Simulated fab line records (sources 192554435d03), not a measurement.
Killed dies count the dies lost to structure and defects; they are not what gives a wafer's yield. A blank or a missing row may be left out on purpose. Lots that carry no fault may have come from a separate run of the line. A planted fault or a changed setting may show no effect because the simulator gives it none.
Lot-split experiment	flow n5_finfet	21 wafers read across 7 lots, on a route 1938 steps long

THE SPLIT
At N5_PASSIVATION_PECVD_35 (deposits SiNx from SiH4/NH3/N2, target thk 700 nm, time 151.3 s), the setting time_s was moved away from the recipe's 151.3 s on 6 of the 21 wafers read, by -7.6% to +4.0%. This setting was run at the recipe's value on the other wafers.

Reading taken at the split's own step.

THE READING
SiNx_of_PASSIVATION_PECVD_35.thk_nm (the simulator's own value, which no gauge read), in nm, at N5_PASSIVATION_PECVD_35 (deposits SiNx from SiH4/NH3/N2, target thk 700 nm, time 151.3 s). The file does not state a usual value for it. The 15 wafers here that ran the recipe average 703.4 nm, standard deviation 8.6 nm.

wafer	tool, chamber at the split	time_s as run, s	against the recipe	SiNx_of_PASSIVATION_PECVD_35.thk_nm, nm	against lot-mates on the recipe
L083.1	pecvd-02, 1	139.8	-7.6%	654	-60.3
L083.3	pecvd-02, 0	151.3	recipe	710.4	-
L083.5	pecvd-02, 0	151.3	recipe	718.2	-
L080.2	pecvd-02, 2	151.3	recipe	702.2	-
L080.4	pecvd-02, 0	151.3	recipe	713.6	-
L080.5	pecvd-02, 1	151.3	recipe	711.2	-
L079.1	pecvd-03, 1	157.4	+4.0%	715	+17.8
L079.3	pecvd-03, 2	151.3	recipe	692	-
L079.4	pecvd-03, 2	151.3	recipe	702.4	-
L082.1	pecvd-01, 2	151.3	recipe	694.8	-
L082.5	pecvd-01, 1	151.3	recipe	712	-
L082.6	pecvd-01, 2	151.3	recipe	707.4	-
L094.3	pecvd-03, 0	151.3	recipe	700	-
L094.4	pecvd-03, 2	143.5	-5.2%	681	-19.0
L094.6	pecvd-03, 0	143.5	-5.2%	676.2	-23.8
L092.2	pecvd-02, 1	151.3	recipe	693.2	-
L092.4	pecvd-02, 2	140	-7.5%	651.2	-42.0
L092.5	pecvd-02, 1	140	-7.5%	646.8	-46.4
L096.1	pecvd-02, 2	151.3	recipe	688.4	-
L096.4	pecvd-02, 0	151.3	recipe	697.8	-
L096.6	pecvd-02, 1	151.3	recipe	707.4	-

THE FIT
A straight line over all 21 wafers: SiNx_of_PASSIVATION_PECVD_35.thk_nm changes by +6.13 nm for each +1% of time_s; r = +0.91; the points scatter about the line by 9 nm.
The same after taking each lot's own level away (the mean of its wafers on the recipe; 21 wafers): +5.89 nm for each +1%; r = +0.94; scatter 7.1 nm.
The reading moves by 45 nm for the largest change in time_s, on that fit.
The span of the lots' own levels, 693.20 to 714.30 nm, comes to 2.4 times the standard deviation stated above.
Hence the lot-to-lot level has little effect on the slope; both slopes agree.
Check: -40 nm against its lot-mates is what the line predicts for one of the wafers moved furthest among these (-7.6%) when that wafer is left out of the fit. It came out at -60.3 nm against them.

THE OTHER SPLITS THESE WAFERS WENT THROUGH
Note: prior to the reading, these wafers also went through further splits. Each is held against what the fit with the lots' levels taken away leaves over:
other split on the same wafers	wafers away from the commonest value	r with SiNx_of_PASSIVATION_PECVD_35.thk_nm (lot level and that fit taken away)
N5_BEOL_M15_ETCH_61 time_s	7	-0.17
N5_PASSIVATION_EXPOSE_07 dose_mj	7	+0.12
N5_PASSIVATION_ETCH_15 bias_w	7	-0.23

THE FILE'S OWN FIT
SiNx_of_PASSIVATION_PECVD_35.thk_nm changes by +6.21 nm for each +1% of time_s, r = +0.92.
